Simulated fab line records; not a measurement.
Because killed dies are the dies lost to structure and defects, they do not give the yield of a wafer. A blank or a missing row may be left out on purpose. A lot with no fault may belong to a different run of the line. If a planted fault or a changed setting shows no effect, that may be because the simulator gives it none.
Split-lot trial / flow n5 finfet / 7 lots, 21 wafers read, on a route of 1938 steps

ABOUT THE SPLIT
At N5_BEOL_M14_DEP_53 (deposits SiCN from 3MS/NH3, target thk 50 nm, time 17.8 s), the setting time s was moved away from the recipe's 17.8 s on 7 of the 21 wafers read, by -13.0% to +8.0%. This setting was run at the recipe's value on the other wafers.

The reading is taken at the split's own step.

THE READING
SiCN_of_BEOL_M14_DEP_53.thk nm (the simulator's own value, which no gauge read), in nm, at N5_BEOL_M14_DEP_53 (deposits SiCN from 3MS/NH3, target thk 50 nm, time 17.8 s). The file does not state a usual value for it. The 14 wafers here that ran the recipe average 49.9 nm, standard deviation 0.88 nm.

wafer=L082.1; tool, chamber at the split=pecvd-01, 0; time s as run, s=17.8; against the recipe=recipe; SiCN_of_BEOL_M14_DEP_53.thk nm, nm=48.6; against lot-mates on the recipe=-
wafer=L082.2; tool, chamber at the split=pecvd-01, 2; time s as run, s=18.7; against the recipe=+5.1%; SiCN_of_BEOL_M14_DEP_53.thk nm, nm=51.6; against lot-mates on the recipe=+3.0
wafer=L082.3; tool, chamber at the split=pecvd-01, 1; time s as run, s=18.7; against the recipe=+5.1%; SiCN_of_BEOL_M14_DEP_53.thk nm, nm=51.4; against lot-mates on the recipe=+2.8
wafer=L083.4; tool, chamber at the split=pecvd-04, 2; time s as run, s=17.8; against the recipe=recipe; SiCN_of_BEOL_M14_DEP_53.thk nm, nm=50.2; against lot-mates on the recipe=-
wafer=L083.5; tool, chamber at the split=pecvd-04, 0; time s as run, s=17.8; against the recipe=recipe; SiCN_of_BEOL_M14_DEP_53.thk nm, nm=50.4; against lot-mates on the recipe=-
wafer=L083.6; tool, chamber at the split=pecvd-04, 1; time s as run, s=17.8; against the recipe=recipe; SiCN_of_BEOL_M14_DEP_53.thk nm, nm=50.6; against lot-mates on the recipe=-
wafer=L087.2; tool, chamber at the split=pecvd-02, 2; time s as run, s=15.49; against the recipe=-13.0%; SiCN_of_BEOL_M14_DEP_53.thk nm, nm=43.4; against lot-mates on the recipe=-7.9
wafer=L087.5; tool, chamber at the split=pecvd-02, 1; time s as run, s=17.8; against the recipe=recipe; SiCN_of_BEOL_M14_DEP_53.thk nm, nm=51.6; against lot-mates on the recipe=-
wafer=L087.6; tool, chamber at the split=pecvd-02, 0; time s as run, s=17.8; against the recipe=recipe; SiCN_of_BEOL_M14_DEP_53.thk nm, nm=51; against lot-mates on the recipe=-
wafer=L088.2; tool, chamber at the split=pecvd-04, 2; time s as run, s=19.22; against the recipe=+8.0%; SiCN_of_BEOL_M14_DEP_53.thk nm, nm=53.8; against lot-mates on the recipe=no lot-mate on the recipe
wafer=L088.5; tool, chamber at the split=pecvd-04, 0; time s as run, s=19.22; against the recipe=+8.0%; SiCN_of_BEOL_M14_DEP_53.thk nm, nm=54.4; against lot-mates on the recipe=no lot-mate on the recipe
wafer=L088.6; tool, chamber at the split=pecvd-04, 2; time s as run, s=19.22; against the recipe=+8.0%; SiCN_of_BEOL_M14_DEP_53.thk nm, nm=54.6; against lot-mates on the recipe=no lot-mate on the recipe
wafer=L089.1; tool, chamber at the split=pecvd-01, 1; time s as run, s=16.18; against the recipe=-9.1%; SiCN_of_BEOL_M14_DEP_53.thk nm, nm=45.4; against lot-mates on the recipe=-4.2
wafer=L089.5; tool, chamber at the split=pecvd-01, 2; time s as run, s=17.8; against the recipe=recipe; SiCN_of_BEOL_M14_DEP_53.thk nm, nm=49.8; against lot-mates on the recipe=-
wafer=L089.6; tool, chamber at the split=pecvd-01, 0; time s as run, s=17.8; against the recipe=recipe; SiCN_of_BEOL_M14_DEP_53.thk nm, nm=49.4; against lot-mates on the recipe=-
wafer=L094.1; tool, chamber at the split=pecvd-02, 2; time s as run, s=17.8; against the recipe=recipe; SiCN_of_BEOL_M14_DEP_53.thk nm, nm=49; against lot-mates on the recipe=-
wafer=L094.4; tool, chamber at the split=pecvd-02, 1; time s as run, s=17.8; against the recipe=recipe; SiCN_of_BEOL_M14_DEP_53.thk nm, nm=50.6; against lot-mates on the recipe=-
wafer=L094.5; tool, chamber at the split=pecvd-02, 2; time s as run, s=17.8; against the recipe=recipe; SiCN_of_BEOL_M14_DEP_53.thk nm, nm=49.4; against lot-mates on the recipe=-
wafer=L093.1; tool, chamber at the split=pecvd-02, 2; time s as run, s=17.8; against the recipe=recipe; SiCN_of_BEOL_M14_DEP_53.thk nm, nm=48.6; against lot-mates on the recipe=-
wafer=L093.3; tool, chamber at the split=pecvd-02, 1; time s as run, s=17.8; against the recipe=recipe; SiCN_of_BEOL_M14_DEP_53.thk nm, nm=49.4; against lot-mates on the recipe=-
wafer=L093.5; tool, chamber at the split=pecvd-02, 1; time s as run, s=17.8; against the recipe=recipe; SiCN_of_BEOL_M14_DEP_53.thk nm, nm=50.6; against lot-mates on the recipe=-

FIT RESULTS
A straight line over all 21 wafers: SiCN_of_BEOL_M14_DEP_53.thk nm changes by +0.499 nm for each +1% of time s; r = +0.95; the points scatter about the line by 0.84 nm.
The same after taking each lot's own level away (the mean of its wafers on the recipe; 18 wafers): +0.563 nm for each +1%; r = +0.97; scatter 0.56 nm.
According to that fit, moving time s by its largest amount changes the reading by 7.3 nm.
The lots' own levels span 48.60 to 51.30 nm, that is 3.1 times the standard deviation above.
So the lot-to-lot level changes the slope: the two fits differ.
Check: for one of the wafers moved furthest among these (-13.0%), held out of the fit, the line's prediction against its lot-mates is -6.47 nm. It came out at -7.9 nm against them.

THESE WAFERS: OTHER SPLITS
Other splits were also applied to these wafers ahead of the reading. Each is held against what the fit with the lots' levels taken away leaves over:
other split on the same wafers=N5_BEOL_M13_EXPOSE_25 dose mj; wafers away from the commonest value=7; r with SiCN_of_BEOL_M14_DEP_53.thk nm (lot level and that fit taken away)=+0.01
other split on the same wafers=N5_BEOL_M13_DESCUM_33 time s; wafers away from the commonest value=5; r with SiCN_of_BEOL_M14_DEP_53.thk nm (lot level and that fit taken away)=+0.11

THE FILE'S OWN FIT
SiCN_of_BEOL_M14_DEP_53.thk nm changes by +0.561 nm for each +1% of time s, r = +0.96.
